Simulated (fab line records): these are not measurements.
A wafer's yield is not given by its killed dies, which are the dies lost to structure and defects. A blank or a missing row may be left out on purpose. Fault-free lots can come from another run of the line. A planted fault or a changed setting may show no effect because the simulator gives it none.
Matching of chambers / flow n5Finfet / N5_BEOL_M0_ETCH_128 on rieDiel-05 has 4 sister chambers
The step etches SiCN in CF4/N2, target depth 12 nm, overetch 5.1 nm, time 21.4 s. 18 wafers are shown with their chamber, then 9 later ones without.

WAFERS WITH THEIR CHAMBER
wafer=L075.1; chamber=1; drypumpMotorCurrentA (A)=5.6; showerheadPlenumPTorr (Torr)=2.15; throttleValvePct (%)=15.14
wafer=L075.2; chamber=2; drypumpMotorCurrentA (A)=5.7; showerheadPlenumPTorr (Torr)=2.05; throttleValvePct (%)=15.77
wafer=L075.3; chamber=3; drypumpMotorCurrentA (A)=5.0; showerheadPlenumPTorr (Torr)=2.27; throttleValvePct (%)=15.52
wafer=L075.4; chamber=0; drypumpMotorCurrentA (A)=4.9; showerheadPlenumPTorr (Torr)=2.12; throttleValvePct (%)=15.61
wafer=L075.5; chamber=3; drypumpMotorCurrentA (A)=5.0; showerheadPlenumPTorr (Torr)=2.27; throttleValvePct (%)=15.51
wafer=L075.6; chamber=0; drypumpMotorCurrentA (A)=4.9; showerheadPlenumPTorr (Torr)=2.12; throttleValvePct (%)=15.65
wafer=L080.1; chamber=1; drypumpMotorCurrentA (A)=5.6; showerheadPlenumPTorr (Torr)=2.15; throttleValvePct (%)=15.17
wafer=L080.2; chamber=2; drypumpMotorCurrentA (A)=5.7; showerheadPlenumPTorr (Torr)=2.05; throttleValvePct (%)=15.79
wafer=L080.3; chamber=3; drypumpMotorCurrentA (A)=5.0; showerheadPlenumPTorr (Torr)=2.27; throttleValvePct (%)=15.54
wafer=L080.4; chamber=1; drypumpMotorCurrentA (A)=5.6; showerheadPlenumPTorr (Torr)=2.15; throttleValvePct (%)=15.17
wafer=L080.5; chamber=2; drypumpMotorCurrentA (A)=5.7; showerheadPlenumPTorr (Torr)=2.05; throttleValvePct (%)=15.80
wafer=L080.6; chamber=3; drypumpMotorCurrentA (A)=5.0; showerheadPlenumPTorr (Torr)=2.27; throttleValvePct (%)=15.54
wafer=L087.1; chamber=0; drypumpMotorCurrentA (A)=4.9; showerheadPlenumPTorr (Torr)=2.11; throttleValvePct (%)=15.68
wafer=L087.2; chamber=1; drypumpMotorCurrentA (A)=5.6; showerheadPlenumPTorr (Torr)=2.14; throttleValvePct (%)=15.19
wafer=L087.4; chamber=3; drypumpMotorCurrentA (A)=5.0; showerheadPlenumPTorr (Torr)=2.26; throttleValvePct (%)=15.57
wafer=L090.1; chamber=0; drypumpMotorCurrentA (A)=4.8; showerheadPlenumPTorr (Torr)=2.11; throttleValvePct (%)=15.67
wafer=L090.3; chamber=3; drypumpMotorCurrentA (A)=5.0; showerheadPlenumPTorr (Torr)=2.26; throttleValvePct (%)=15.57
wafer=L090.5; chamber=1; drypumpMotorCurrentA (A)=5.6; showerheadPlenumPTorr (Torr)=2.14; throttleValvePct (%)=15.20

SIGNATURES, as means of the wafers listed above
reading=drypumpMotorCurrentA; chamber 0=4.875; chamber 1=5.600; chamber 2=5.700; chamber 3=5.000; scatter within a chamber=0.0231
reading=showerheadPlenumPTorr; chamber 0=2.1150; chamber 1=2.1460; chamber 2=2.0500; chamber 3=2.2667; scatter within a chamber=0.00502
reading=throttleValvePct; chamber 0=15.6525; chamber 1=15.1740; chamber 2=15.7867; chamber 3=15.5417; scatter within a chamber=0.0247
Rule: for a wafer and a chamber, the distance is found by dividing, reading by reading, the gap between the wafer's reading and the chamber's mean by the reading's scatter, squaring, summing and taking the root. The wafer belongs to the nearest chamber; if the next one is less than 2 further off, it can't be placed. The scatter: take each reading less its chamber's mean, square it, sum over the shown wafers, divide by the number of wafers less the number of chambers, and take the root.

WAFERS WITHOUT THEIR CHAMBER
wafer=L091.1; drypumpMotorCurrentA (A)=5.0; showerheadPlenumPTorr (Torr)=2.26; throttleValvePct (%)=15.57
wafer=L091.2; drypumpMotorCurrentA (A)=4.9; showerheadPlenumPTorr (Torr)=2.11; throttleValvePct (%)=15.69
wafer=L091.3; drypumpMotorCurrentA (A)=5.6; showerheadPlenumPTorr (Torr)=2.14; throttleValvePct (%)=15.22
wafer=L091.4; drypumpMotorCurrentA (A)=5.7; showerheadPlenumPTorr (Torr)=2.04; throttleValvePct (%)=15.83
wafer=L091.5; drypumpMotorCurrentA (A)=5.0; showerheadPlenumPTorr (Torr)=2.26; throttleValvePct (%)=15.57
wafer=L091.6; drypumpMotorCurrentA (A)=5.7; showerheadPlenumPTorr (Torr)=2.04; throttleValvePct (%)=15.84
wafer=L097.3; drypumpMotorCurrentA (A)=5.7; showerheadPlenumPTorr (Torr)=2.04; throttleValvePct (%)=15.86
wafer=L097.5; drypumpMotorCurrentA (A)=5.6; showerheadPlenumPTorr (Torr)=2.14; throttleValvePct (%)=15.23
wafer=L097.6; drypumpMotorCurrentA (A)=5.0; showerheadPlenumPTorr (Torr)=2.25; throttleValvePct (%)=15.60

WHICH CHAMBER EACH ONE RAN IN
wafer=L091.1; from the rows above=3; in truth=3
wafer=L091.2; from the rows above=0; in truth=0
wafer=L091.3; from the rows above=1; in truth=1
wafer=L091.4; from the rows above=2; in truth=2
wafer=L091.5; from the rows above=3; in truth=3
wafer=L091.6; from the rows above=2; in truth=2
wafer=L097.3; from the rows above=2; in truth=2
wafer=L097.5; from the rows above=1; in truth=1
wafer=L097.6; from the rows above=3; in truth=3
9 of 9 placed correctly. Left unplaced by these rows: 0. 0 placed wrongly.
